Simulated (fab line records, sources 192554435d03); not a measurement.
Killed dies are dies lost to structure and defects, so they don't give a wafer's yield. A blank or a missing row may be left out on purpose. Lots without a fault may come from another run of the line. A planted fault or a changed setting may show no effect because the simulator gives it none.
Which tool did it? | flow n5_finfet | 22 lots, 66 wafers sampled, at 2 steps of a route of 1938

WHAT THE GAUGES READ, wafer by wafer
N5_BEOL_M6_OVL_MEAS_29.
lot  | measured     | on         | V5_OVL (nm)
L076 | day 9 18:43  | overlay-02 | -0.7 0.0 -0.2
L075 | day 9 18:40  | overlay-01 | -1.4 -1.0 -1.3
L077 | day 9 22:08  | overlay-01 | -1.5 -1.2 -0.9
L078 | day 10 00:41 | overlay-01 | 0.3 -0.1 0.6
L079 | day 10 12:40 | overlay-02 | 0.5 -0.6 0.2
L080 | day 10 18:41 | overlay-01 | -0.2 -0.1 -0.2
L081 | day 11 04:07 | overlay-01 | 0.1 0.0 -0.3
L083 | day 11 06:20 | overlay-01 | 0.8 0.5 0.1
L082 | day 11 12:55 | overlay-01 | 0.1 -0.5 0.5
L084 | day 11 17:29 | overlay-01 | -0.2 0.0 0.0
L086 | day 11 17:45 | overlay-02 | 0.5 -0.5 0.1
L087 | day 12 11:32 | overlay-02 | -1.2 -0.7 -0.5
L085 | day 12 17:45 | overlay-02 | 0.3 -0.9 -0.7
L088 | day 12 20:56 | overlay-01 | -1.0 -0.5 0.2
L089 | day 12 22:54 | overlay-02 | -0.3 -0.1 -0.2
L090 | day 13 02:15 | overlay-01 | 0.5 0.1 1.0
L091 | day 13 04:47 | overlay-01 | -0.2 0.3 -0.6
L092 | day 13 18:11 | overlay-02 | 0.1 -0.4 0.2
L094 | day 14 05:29 | overlay-01 | -0.2 0.3 0.6
L093 | day 14 10:01 | overlay-01 | -0.9 0.0 0.2
L095 | day 14 14:02 | overlay-02 | -0.2 0.2 -0.2
L096 | day 15 02:13 | overlay-02 | -0.3 -0.7 -0.1

WHICH TOOL RAN EACH LOT (tool, then ch and the chambers of the sampled wafers, then the start)
lot  | N5_BEOL_M5_PRE_CLEAN_77
L076 | cvd_co-02 ch 0,2, day 9 11:37
L075 | cvd_co-01 ch 0,2, day 9 12:26
L077 | cvd_co-01 ch 0,2, day 9 18:27
L078 | cvd_co-01 ch 0,1, day 9 20:09
L079 | cvd_co-01 ch 0,1,2, day 10 06:16
L080 | cvd_co-01 ch 0,1, day 10 13:39
L081 | cvd_co-01 ch 0,1,2, day 10 22:11
L083 | cvd_co-01 ch 0,1,2, day 11 01:47
L082 | cvd_co-02 ch 0,2, day 11 08:08
L084 | cvd_co-02 ch 0,1,2, day 11 11:22
L086 | cvd_co-01 ch 0,2, day 11 14:19
L087 | cvd_co-02 ch 0,1, day 12 08:29
L085 | cvd_co-02 ch 0,1,2, day 12 11:10
L088 | cvd_co-02 ch 1,2, day 12 16:58
L089 | cvd_co-01 ch 0,1,2, day 12 18:43
L090 | cvd_co-01 ch 0,1,2, day 12 20:42
L091 | cvd_co-02 ch 0,1,2, day 13 01:04
L092 | cvd_co-01 ch 1,2, day 13 14:56
L094 | cvd_co-02 ch 0,2, day 14 01:42
L093 | cvd_co-01 ch 1,2, day 14 02:14
L095 | cvd_co-02 ch 0,1,2, day 14 11:06
L096 | cvd_co-02 ch 0,2, day 14 21:25
- N5_BEOL_M5_PRE_CLEAN_77: time 15 s.

WHAT THE TOOLS THEMSELVES READ (means of the sampled wafers that have a number; where no wafer has one, the mark that the record gives instead)
N5_BEOL_M5_PRE_CLEAN_77.
lot  | tool      | heater_power_w (W)
L076 | cvd_co-02 | 79
L075 | cvd_co-01 | 73
L077 | cvd_co-01 | 83
L078 | cvd_co-01 | 61
L079 | cvd_co-01 | 68
L080 | cvd_co-01 | 77
L081 | cvd_co-01 | 68
L083 | cvd_co-01 | 68
L082 | cvd_co-02 | 80
L084 | cvd_co-02 | 89
L086 | cvd_co-01 | 74
L087 | cvd_co-02 | 96
L085 | cvd_co-02 | 87
L088 | cvd_co-02 | 92
L089 | cvd_co-01 | 68
L090 | cvd_co-01 | 67
L091 | cvd_co-02 | 88
L092 | cvd_co-01 | 52
L094 | cvd_co-02 | 82
L093 | cvd_co-01 | 58
L095 | cvd_co-02 | 88
L096 | cvd_co-02 | 81

THE ANSWER, worked out from the rows above alone
Rule: what is usual is taken from the lots themselves. Put in order of their means at a reading, lots are off if they are a third of the lots or fewer, leave a main group of 4 or more, and stand apart from it by a gap of 3 or more times the standard deviation of the main group's means; of several such gaps the widest counts. A main group whose means are all the same, to the digits that the tables above print for the reading, isn't used. A lot without any number at a reading at which 4 lots or more have one is off too. The other lots that the step has rows for count as sound. The gauges are gone through in route order, then the tools' own readings, and for those a lot's mean is taken as printed above. The first step at which some lot is off is used, and at that step the reading that is off furthest; a lot without a number counts as furthest.
No lot is off at any reading shown: from this, nothing can be told.

WHAT THE SIMULATOR HAD PUT IN
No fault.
